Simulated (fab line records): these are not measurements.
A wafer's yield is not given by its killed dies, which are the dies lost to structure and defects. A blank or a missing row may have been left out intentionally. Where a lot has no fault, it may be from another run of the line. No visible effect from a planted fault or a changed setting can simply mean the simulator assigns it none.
Split-lot trial	flow n5-finfet	21 wafers read from 7 lots, route of 1938 steps

## THE SPLIT ITSELF
At N5_BEOL_M7_EXPOSE_08 (exposes mask M7), the setting dose-mj was moved away from the recipe's 68.25 on 8 of the 21 wafers read, by -6.9% to +3.8%. All remaining wafers had this setting at the recipe value.

## FROM THE SPLIT TO THE READING: what the file shows between them, 15 steps
- N5_BEOL_M7_PEB_09: peb time 60 s
- N5_BEOL_M7_DEVELOP_10: develop time 30 s
- N5_BEOL_M7_CD_MEAS_11: target cd 38.5 nm
- N5_BEOL_M7_DESCUM_16: chemistry O2, time 7.9 s
- N5_BEOL_M7_ETCH_61: etches SiARC in CF4, target depth 45.5 nm, time 75.8 s
- N5_BEOL_M7_ETCH_62: etches SOC in N2/H2, target depth 110 nm, overetch 22 nm, time 165 s
- N5_BEOL_M7_STRIP_68: strips in N2/H2
- N5_BEOL_M7_STRIP_67: strips in CF4
- N5_BEOL_M7_HM_OPEN_17: chemistry Cl2/BCl3, target TiN, target depth 20 nm, overetch 6 nm
- N5_BEOL_M7_STRIP_19: strips in O2 (also split here: pressure-mtorr)
- N5_BEOL_M7_CD_MEAS_18: pitch 80 nm, target cd 40 nm
- N5_BEOL_M7_COAT_63: time 60 s, resist thk 60 nm
- N5_BEOL_M7_COAT_64: time 60 s, resist thk 12 nm
- N5_BEOL_M7_PRECLEAN_42: cleans in residue remover, time 60 s
- N5_BEOL_M7_SRD_43: time 30 s

## THE READING
cd-nm, in nm, at N5_BEOL_M7_CD_MEAS_35 (target cd 40 nm). On this fab line, fault-free wafers typically give 40.0 nm with a standard deviation of 0.55 nm.

wafer	tool, chamber at the split	dose-mj as run	against the recipe	cd-nm, nm	against lot-mates on the recipe
L074.1	arfi-scanner-02, 0	68.25	recipe	40.5	-
L074.2	arfi-scanner-02, 0	65.61	-3.9%	38.4	-2.1
L074.4	arfi-scanner-02, 0	65.61	-3.9%	38.2	-2.3
L081.3	arfi-scanner-02, 0	68.25	recipe	39.6	-
L081.4	arfi-scanner-02, 0	68.25	recipe	39.9	-
L081.6	arfi-scanner-02, 0	65.18	-4.5%	37.7	-2.0
L083.1	arfi-scanner-02, 0	63.57	-6.9%	36.0	-3.2
L083.5	arfi-scanner-02, 0	68.25	recipe	39.2	-
L083.6	arfi-scanner-02, 0	68.25	recipe	39.3	-
L091.3	arfi-scanner-01, 0	68.25	recipe	39.7	-
L091.4	arfi-scanner-01, 0	68.25	recipe	40.3	-
L091.5	arfi-scanner-01, 0	70.85	+3.8%	41.4	+1.4
L092.1	arfi-scanner-03, 0	68.25	recipe	39.8	-
L092.3	arfi-scanner-03, 0	64.25	-5.9%	37.6	-2.2
L092.4	arfi-scanner-03, 0	64.25	-5.9%	37.1	-2.7
L095.1	arfi-scanner-03, 0	65.52	-4.0%	37.3	-1.9
L095.3	arfi-scanner-03, 0	68.25	recipe	39.1	-
L095.5	arfi-scanner-03, 0	68.25	recipe	39.2	-
L097.1	arfi-scanner-03, 0	68.25	recipe	39.5	-
L097.2	arfi-scanner-03, 0	68.25	recipe	39.7	-
L097.3	arfi-scanner-03, 0	68.25	recipe	38.9	-

THE FIT
A straight line over all 21 wafers: cd-nm changes by +0.44 nm for each +1% of dose-mj; r = +0.94; the points scatter about the line by 0.46 nm.
The same after taking each lot's own level away (the mean of its wafers on the recipe; 21 wafers): +0.45 nm for each +1%; r = +0.98; scatter 0.26 nm.
The reading moves by 3.1 nm for the largest change in dose-mj, on that fit.
The lots' own levels span 39.15 to 40.50 nm, that is 2.5 times the standard deviation above.
So the lot-to-lot level changes the slope little: the two slopes agree.
Check: for one of the wafers moved furthest among these (-6.9%), held out of the fit, the line's prediction against its lot-mates is -3.1 nm. It came out at -3.25 nm against them.

## ADDITIONAL SPLITS CARRIED BY THESE WAFERS
These wafers also went through other splits before the reading. Each is held against what the fit with the lots' levels taken away leaves over:
other split on the same wafers	wafers away from the commonest value	r with cd-nm (lot level and that fit taken away)
N5_BEOL_M7_STRIP_19 pressure-mtorr	15	-0.25

## THE WHOLE CHAIN: every reading that the file lists as answering this split, in the file's order
step	what it does	reading	change (the file's fit)	r (the file's)
N5_BEOL_M7_CD_MEAS_11	target cd 38.5 nm	cd-nm	+0.481 nm for each +1% of the setting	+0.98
N5_BEOL_M7_ETCH_61	etches SiARC in CF4, target depth 45.5 nm, time 75.8 s	BEOL_M7.cd-offset-nm (the simulator's own value, which no gauge read)	+0.476 nm for each +1% of the setting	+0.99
N5_BEOL_M7_ETCH_62	etches SOC in N2/H2, target depth 110 nm, overetch 22 nm, time 165 s	BEOL_M7.cd-offset-nm (the simulator's own value, which no gauge read)	+0.475 nm for each +1% of the setting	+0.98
N5_BEOL_M7_HM_OPEN_17	chemistry Cl2/BCl3, target TiN, target depth 20 nm, overetch 6 nm	BEOL_M7.cd-offset-nm (the simulator's own value, which no gauge read)	+0.462 nm for each +1% of the setting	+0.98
N5_BEOL_M7_CD_MEAS_18	pitch 80 nm, target cd 40 nm	cd-nm	+0.44 nm for each +1% of the setting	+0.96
N5_BEOL_M7_CD_MEAS_35	target cd 40 nm	cd-nm	+0.458 nm for each +1% of the setting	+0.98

## THE FILE'S OWN FIT
cd-nm changes by +0.458 nm for each +1% of dose-mj, r = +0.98.
